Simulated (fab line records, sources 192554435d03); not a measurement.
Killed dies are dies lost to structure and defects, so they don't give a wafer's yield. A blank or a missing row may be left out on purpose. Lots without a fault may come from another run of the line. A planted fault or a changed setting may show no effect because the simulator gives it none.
Split-lot experiment | flow n5_finfet | 7 lots, 21 wafers read, on a route of 1938 steps

THE SPLIT
At N5_BEOL_M2_TRENCH_ETCH_37 (etches SiOC in C4F6/O2, target depth 55.555 nm, time 29.2 s), the setting bias_w was moved away from the recipe's 185 W on 8 of the 21 wafers read, by -9.2% to +13.8%. The other wafers ran this setting at the recipe's value.

The reading is taken at the split's own step.

THE READING
rf_vpp_V, in V, at N5_BEOL_M2_TRENCH_ETCH_37 (etches SiOC in C4F6/O2, target depth 55.555 nm, time 29.2 s). Fault-free wafers of this fab line usually give 669 V, standard deviation 11 V.

wafer  | tool, chamber at the split | bias_w as run, W | against the recipe | rf_vpp_V, V | against lot-mates on the recipe
L076.3 | rie_diel-05, 2             | 185              | recipe             | 655         | -
L076.4 | rie_diel-05, 0             | 185              | recipe             | 661         | -
L076.5 | rie_diel-05, 0             | 174.9            | -5.5%              | 631         | -27
L077.1 | rie_diel-04, 3             | 185              | recipe             | 671         | -
L077.3 | rie_diel-04, 0             | 185              | recipe             | 690         | -
L077.4 | rie_diel-04, 2             | 185              | recipe             | 668         | -
L078.1 | rie_diel-05, 1             | 167.9            | -9.2%              | 615         | -46
L078.4 | rie_diel-05, 0             | 185              | recipe             | 661         | -
L078.6 | rie_diel-05, 3             | 167.9            | -9.2%              | 620         | -41
L079.1 | rie_diel-02, 2             | 185              | recipe             | 647         | -
L079.2 | rie_diel-02, 3             | 208.8            | +12.9%             | 759         | +112
L079.3 | rie_diel-02, 1             | 208.8            | +12.9%             | 731         | +84
L083.3 | rie_diel-05, 1             | 185              | recipe             | 665         | -
L083.5 | rie_diel-05, 0             | 185              | recipe             | 661         | -
L083.6 | rie_diel-05, 1             | 210.5            | +13.8%             | 736         | +73
L085.1 | rie_diel-04, 2             | 185              | recipe             | 669         | -
L085.3 | rie_diel-04, 0             | 185              | recipe             | 687         | -
L085.4 | rie_diel-04, 1             | 185              | recipe             | 675         | -
L092.2 | rie_diel-05, 0             | 210.2            | +13.6%             | 727         | +71
L092.4 | rie_diel-05, 2             | 185              | recipe             | 656         | -
L092.5 | rie_diel-05, 1             | 210.2            | +13.6%             | 732         | +76

THE FIT
A straight line over all 21 wafers: rf_vpp_V changes by +5.31 V for each +1% of bias_w; r = +0.96; the points scatter about the line by 12 V.
The same after taking each lot's own level away (the mean of its wafers on the recipe; 21 wafers): +5.83 V for each +1%; r = +0.97; scatter 11 V.
On that fit, the largest move of bias_w shifts the reading by 80 V.
The lots' own levels span 647.0 to 677.0 V, that is 2.7 times the standard deviation above.
So the lot-to-lot level changes the slope little: the two slopes agree.
Check: with one of the wafers moved furthest among these (+13.8%) left out of the fit, the line predicts +85.1 V for it against its lot-mates. It came out at +73 V against them.
Tool readings at the split's step, against how far the setting was moved: rf_vpp_V r = +0.96.

OTHER SPLITS ON THESE WAFERS
These wafers also went through other splits before the reading. Each is held against what the fit with the lots' levels taken away leaves over:
other split on the same wafers | wafers away from the commonest value | r with rf_vpp_V (lot level and that fit taken away)
N5_BEOL_M2_DESCUM_16 time_s    | 7                                    | -0.32

THE FILE'S OWN FIT
rf_vpp_V changes by +5.82 V for each +1% of bias_w, r = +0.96.
